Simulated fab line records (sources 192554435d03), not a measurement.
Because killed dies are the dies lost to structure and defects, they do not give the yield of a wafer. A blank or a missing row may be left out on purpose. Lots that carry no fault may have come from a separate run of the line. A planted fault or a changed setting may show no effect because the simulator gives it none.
The tool behind it: which one? -- flow n5Finfet -- Sampling: 9 lots, 27 wafers, 5 of 1938 route steps

WHAT THE GAUGES SHOWED, per wafer
N5_DUMMY_GATE_THK_MEAS_05. Usual: 71.8 nm for thkNm, sd 0.77.
lot,measured,on,thkNm (nm),flag
L818,day 2 17:14,filmMetro-01,71.8 70.9 71.5,
L819,day 3 01:16,filmMetro-02,71.0 72.2 71.6,
L821,day 3 15:02,filmMetro-02,71.2 73.5 72.0,
L825,day 4 14:31,filmMetro-02,71.7 72.2 71.0,
L827,day 4 22:41,filmMetro-02,72.3 72.7 72.7,
L828,day 5 07:08,filmMetro-01,71.8 72.3 71.8,
L829,day 5 15:04,filmMetro-01,71.2 71.8 71.7,
L838,day 7 18:54,filmMetro-02,69.8 71.9 72.3,
L839,day 8 02:27,filmMetro-01,73.1 72.4 73.8,

N5_BEOL_M4_RC_MEAS_101. Usual: DIBL_N 35.9 mV/V, standard deviation 1.3; DIBL_P 36.3 mV/V, standard deviation 1.5; IOFF_N 0.153 nA/um, standard deviation 0.023; IOFF_P 0.208 nA/um, standard deviation 0.028; ION_N 672 uA/um, standard deviation 9.7; ION_P 462 uA/um, standard deviation 6.6; SS_N 71.5 mV/dec, standard deviation 0.53; SS_P 73.3 mV/dec, standard deviation 0.59; VT_N 250.4 mV, standard deviation 2.7; VT_P -250.5 mV, standard deviation 3.
lot,measured,on,DIBL_N (mV/V),DIBL_P (mV/V),IOFF_N (nA/um),IOFF_P (nA/um),ION_N (uA/um),ION_P (uA/um),SS_N (mV/dec),SS_P (mV/dec),VT_N (mV),VT_P (mV),flag
L818,day 8 00:50,prober-02,35.3 36.9 34.4,35.2 37.2 33.8,0.137 0.162 0.120,0.175 0.197 0.152,660 679 660,453 461 450,71.3 71.8 70.7,73.1 73.7 72.3,250.9 249.6 254.1,-254.6 -255.0 -257.9,
L819,day 8 15:58,prober-01,35.9 37.1 37.2,35.8 37.6 37.0,0.154 0.182 0.181,0.189 0.213 0.215,673 677 684,457 457 465,71.3 71.6 72.2,73.1 73.7 74.0,251.8 251.6 248.6,-254.4 -250.9 -250.2,
L821,day 9 08:19,prober-01,37.3 35.1 38.7,37.6 34.8 39.2,0.186 0.148 0.218,0.275 0.214 0.307,672 670 690,470 469 478,72.6 71.1 73.0,73.6 72.8 73.3,245.2 250.7 246.7,-245.2 -248.0 -243.2,
L825,day 10 09:09,prober-01,37.4 37.9 38.0,38.0 38.7 39.7,0.171 0.185 0.196,0.221 0.240 0.259,674 677 682,466 466 477,72.1 70.7 72.0,74.5 74.4 74.4,248.5 249.1 246.2,-248.4 -250.1 -249.4,
L827,day 10 11:12,prober-02,35.7 37.4 37.4,35.8 38.7 38.2,0.135 0.173 0.169,0.180 0.224 0.213,675 684 686,460 471 464,71.3 71.7 71.9,73.6 73.5 73.1,253.1 247.8 247.4,-249.9 -248.1 -251.0,
L828,day 10 20:38,prober-01,35.1 35.7 35.5,34.6 35.3 34.3,0.125 0.141 0.130,0.201 0.216 0.203,666 670 668,466 462 463,70.8 71.6 71.7,72.6 73.7 73.0,253.6 248.8 253.1,-245.9 -247.0 -245.9,
L829,day 11 03:49,prober-01,35.8 34.1 34.7,35.2 32.7 34.5,0.141 0.116 0.120,0.200 0.167 0.191,670 649 654,462 450 464,71.3 70.6 70.8,73.0 72.7 73.3,252.4 257.0 253.8,-250.8 -254.7 -251.3,
L838,day 13 21:12,prober-01,35.8 32.8 34.9,38.0 34.6 37.1,0.168 0.121 0.152,0.216 0.176 0.203,673 669 685,462 460 474,71.5 71.3 71.5,73.4 72.8 73.5,249.3 251.3 252.4,-252.6 -253.5 -249.4,
L839,day 14 01:19,prober-02,37.1 36.4 36.6,38.5 37.5 37.4,0.190 0.170 0.165,0.239 0.215 0.209,690 691 679,472 468 462,71.4 71.4 71.7,74.4 74.6 73.0,247.0 248.6 249.0,-248.6 -250.0 -248.8,

EACH LOT AND THE TOOL THAT RAN IT (in order: tool; ch and the chambers of the sampled wafers; start)
lot,N5_DUMMY_GATE_DESCUM_20,N5_SD_EPI_N_COAT_33,N5_SD_EPI_N_ETCH_45
L818,"rieDiel-04 ch 0,2, day 2 21:47","lithoTrack-03 ch 0, day 3 00:46","rieDiel-03 ch 0,1,2, day 3 01:38"
L819,"rieDiel-02 ch 0,2, day 3 06:09","lithoTrack-03 ch 0, day 3 08:38","rieDiel-03 ch 0,2, day 3 10:00"
L821,"rieDiel-01 ch 0,1,3, day 3 19:28","lithoTrack-01 ch 0, day 3 21:15","rieDiel-05 ch 0,2,3, day 3 22:13"
L825,"rieDiel-01 ch 0,3, day 4 19:04","lithoTrack-03 ch 0, day 4 21:46","rieDiel-05 ch 0,1,2, day 4 22:44"
L827,"rieDiel-02 ch 0,2, day 5 03:31","lithoTrack-03 ch 0, day 5 05:51","rieDiel-06 ch 0,2, day 5 06:49"
L828,"rieDiel-04 ch 0,2, day 5 11:41","lithoTrack-04 ch 0, day 5 13:35","rieDiel-05 ch 1,2, day 5 14:26"
L829,"rieDiel-04 ch 0,1, day 5 19:38","lithoTrack-03 ch 0, day 5 21:26","rieDiel-06 ch 0,1,2, day 5 22:34"
L838,"rieDiel-01 ch 1,2, day 7 23:29","lithoTrack-01 ch 0, day 8 01:27","rieDiel-06 ch 0,3, day 8 03:17"
L839,"rieDiel-01 ch 0,1,3, day 8 07:14","lithoTrack-04 ch 0, day 8 09:29","rieDiel-06 ch 0,2,3, day 8 11:37"
- N5_DUMMY_GATE_DESCUM_20: chemistry O2, time 6.2 s.
- N5_SD_EPI_N_COAT_33: time 60 s, resist thk 35 nm.
- N5_SD_EPI_N_ETCH_45: etches SiOCN in CH3F/O2, target depth 6 nm.

WHAT THE TOOLS THEMSELVES READ (means of the sampled wafers that have a number; where no wafer has one, the mark that the record gives instead)
N5_DUMMY_GATE_DESCUM_20. Usual: drypumpMotorCurrentA 5.6 A, standard deviation 0.32; o2FlowSccm 225.0 sccm, standard deviation 0.71; oesProductAu 0.77 a.u., standard deviation 0.085; rfVppV 243.1 V, standard deviation 1.3; showerheadPlenumPTorr 2.09 Torr, standard deviation 0.072; throttleValvePct 20.36 %, standard deviation 0.25.
lot,tool,drypumpMotorCurrentA (A),o2FlowSccm (sccm),oesProductAu (a.u.),rfVppV (V),showerheadPlenumPTorr (Torr),throttleValvePct (%),flag
L818,rieDiel-04,5.1,225.2,0.76,244.4,2.18,20.38,
L819,rieDiel-02,5.9,225.7,0.76,243.2,2.06,20.32,
L821,rieDiel-01,5.6,224.9,0.78,243.4,2.10,20.42,
L825,rieDiel-01,5.6,225.2,0.82,243.6,2.12,20.16,
L827,rieDiel-02,5.9,225.3,0.75,241.9,2.06,20.34,
L828,rieDiel-04,5.3,225.2,0.78,244.2,2.18,20.40,
L829,rieDiel-04,5.1,225.0,0.83,243.0,2.08,20.46,
L838,rieDiel-01,5.6,224.6,0.77,242.4,2.06,20.52,
L839,rieDiel-01,5.7,225.1,0.73,242.8,2.08,20.47,

N5_SD_EPI_N_COAT_33. Usual: 1499.9 rpm for spinSpeedRpm, sd 1.
lot,tool,spinSpeedRpm (rpm),flag
L818,lithoTrack-03,1498.9,
L819,lithoTrack-03,1498.6,
L821,lithoTrack-01,1500.4,
L825,lithoTrack-03,1500.7,
L827,lithoTrack-03,1453.2,OFF
L828,lithoTrack-04,1499.2,
L829,lithoTrack-03,1451.8,OFF
L838,lithoTrack-01,1499.0,
L839,lithoTrack-04,1499.9,

N5_SD_EPI_N_ETCH_45. Usual: drypumpMotorCurrentA 5.8 A, standard deviation 0.39; oesProductAu 0.78 a.u., standard deviation 0.097; rfVppV 127.2 V, standard deviation 1.1; showerheadPlenumPTorr 1.97 Torr, standard deviation 0.085; throttleValvePct 23.32 %, standard deviation 0.27.
lot,tool,drypumpMotorCurrentA (A),oesProductAu (a.u.),rfVppV (V),showerheadPlenumPTorr (Torr),throttleValvePct (%),flag
L818,rieDiel-03,5.9,0.75,128.5,1.97,23.48,
L819,rieDiel-03,5.7,0.75,127.6,1.94,23.28,
L821,rieDiel-05,5.5,0.71,126.4,1.89,23.50,
L825,rieDiel-05,5.5,0.71,126.2,1.89,23.40,
L827,rieDiel-06,6.0,0.81,126.8,1.94,23.18,
L828,rieDiel-05,5.6,0.69,126.5,1.89,23.24,
L829,rieDiel-06,5.8,0.85,127.3,2.01,23.17,
L838,rieDiel-06,6.2,0.90,126.1,1.95,23.12,
L839,rieDiel-06,6.2,0.91,126.7,1.95,23.12,

THE ANSWER, worked out from the rows above alone
Rule: lot off if the mean of its wafers having a number is beyond 3 standard deviations from the usual mean. Also off: a lot with no number at a reading for which 4 or more lots have one. All remaining lots with rows at the step are treated as sound. Order of review: gauges by route order, followed by the tools' own readings, for which a lot's mean as printed above is used. At the first step where some lot is off, the reading lying furthest off is the one used; lots without a number count as furthest.
Off: L827, L829 (N5_SD_EPI_N_COAT_33, spinSpeedRpm).
If a tool, at that step or one of the process steps before it, ran each lot that is off and ran no sound lot following the first of them, it fits. One candidate fits, namely lithoTrack-03 at N5_SD_EPI_N_COAT_33. Its last sound lot is L825 (day 4 21:46), its first lot that is off L827 (day 5 05:51): a fault that began between those two fits.
On the lots that are off, the tool's own readings at N5_SD_EPI_N_COAT_33 differ by more than 5 times the standard deviation of the sound lots' means, which bears it out; spinSpeedRpm reads 1452.5 rpm there versus 1499.5 rpm on the sound lots.

WHAT HAD BEEN PUT IN BY THE SIMULATOR
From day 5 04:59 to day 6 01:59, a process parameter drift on lithoTrack-03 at N5_SD_EPI_N_COAT_33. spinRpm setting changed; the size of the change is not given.
Struck lots among those shown: L827, L829. This agrees with what the rule above found.
